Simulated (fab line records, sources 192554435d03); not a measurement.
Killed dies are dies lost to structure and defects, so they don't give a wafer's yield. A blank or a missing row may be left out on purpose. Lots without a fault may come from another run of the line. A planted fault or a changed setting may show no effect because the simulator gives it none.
Chamber matching | flow n5_finfet | N5_BEOL_M2_STRIP_36 on rie_diel-03: 4 sister chambers
The step strips in N2/H2. 22 wafers are shown with their chamber, then 11 later ones without.

WAFERS WITH THEIR CHAMBER
wafer  | chamber | drypump_motor_current_A (A) | showerhead_plenum_p_Torr (Torr) | throttle_valve_pct (%)
L074.2 | 1       | 6.2                         | 2.52                            | 24.26
L074.5 | 0       | 5.4                         | 2.40                            | 23.54
L074.6 | 3       | 6.2                         | 2.59                            | 23.54
L076.1 | 2       | 5.5                         | 2.66                            | 23.94
L076.2 | 0       | 5.4                         | 2.40                            | 23.57
L076.4 | 3       | 6.2                         | 2.59                            | 23.59
L078.1 | 1       | 6.2                         | 2.52                            | 24.29
L078.3 | 2       | 5.5                         | 2.66                            | 23.95
L078.5 | 2       | 5.6                         | 2.66                            | 23.95
L079.3 | 2       | 5.5                         | 2.66                            | 24.01
L079.4 | 1       | 6.2                         | 2.52                            | 24.29
L079.6 | 0       | 5.4                         | 2.39                            | 23.55
L080.1 | 0       | 5.3                         | 2.39                            | 23.57
L080.2 | 2       | 5.5                         | 2.66                            | 23.97
L080.6 | 3       | 6.2                         | 2.58                            | 23.56
L083.2 | 0       | 5.4                         | 2.39                            | 23.59
L083.5 | 1       | 6.2                         | 2.51                            | 24.28
L083.6 | 2       | 5.5                         | 2.66                            | 23.98
L087.1 | 2       | 5.5                         | 2.65                            | 23.99
L087.3 | 1       | 6.2                         | 2.51                            | 24.35
L087.4 | 1       | 6.2                         | 2.51                            | 24.31
L089.1 | 3       | 6.2                         | 2.57                            | 23.62

SIGNATURES (means of the wafers above)
reading                  | chamber 0 | chamber 1 | chamber 2 | chamber 3 | scatter within a chamber
drypump_motor_current_A  | 5.380     | 6.200     | 5.514     | 6.200     | 0.0303
showerhead_plenum_p_Torr | 2.3940    | 2.5150    | 2.6586    | 2.5825    | 0.00592
throttle_valve_pct       | 23.5640   | 24.2967   | 23.9700   | 23.5775   | 0.0276
Rule: a wafer's distance from a chamber is the root of the sum, over the readings, of the square of ((its reading less the chamber's mean) divided by the reading's scatter). The wafer belongs to the nearest chamber; if the next one is less than 2 further off, it can't be placed. The scatter: the root of (the sum of the squares of (reading less its chamber's mean) over the shown wafers, divided by (wafers less chambers)).

WAFERS WITHOUT THEIR CHAMBER
wafer  | drypump_motor_current_A (A) | showerhead_plenum_p_Torr (Torr) | throttle_valve_pct (%)
L089.2 | 5.5                         | 2.65                            | 23.98
L089.6 | 6.2                         | 2.57                            | 23.60
L090.1 | 5.5                         | 2.65                            | 23.99
L090.3 | 6.2                         | 2.50                            | 24.30
L090.6 | 6.2                         | 2.50                            | 24.32
L092.2 | 6.2                         | 2.57                            | 23.61
L092.4 | 5.5                         | 2.65                            | 24.00
L092.5 | 6.2                         | 2.57                            | 23.61
L097.3 | 6.2                         | 2.56                            | 23.65
L097.4 | 5.5                         | 2.64                            | 24.04
L097.5 | 5.4                         | 2.70                            | 23.29

WHICH CHAMBER EACH WENT THROUGH
wafer  | from the rows above | in truth
L089.2 | 2                   | 2
L089.6 | 3                   | 3
L090.1 | 2                   | 2
L090.3 | 1                   | 1
L090.6 | 1                   | 1
L092.2 | 3                   | 3
L092.4 | 2                   | 2
L092.5 | 3                   | 3
L097.3 | 3                   | 3
L097.4 | 2                   | 2
L097.5 | 2                   | 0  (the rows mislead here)
Placed correctly: 10 of 11. Can't be placed from these rows: 0. Placed wrongly: 1.
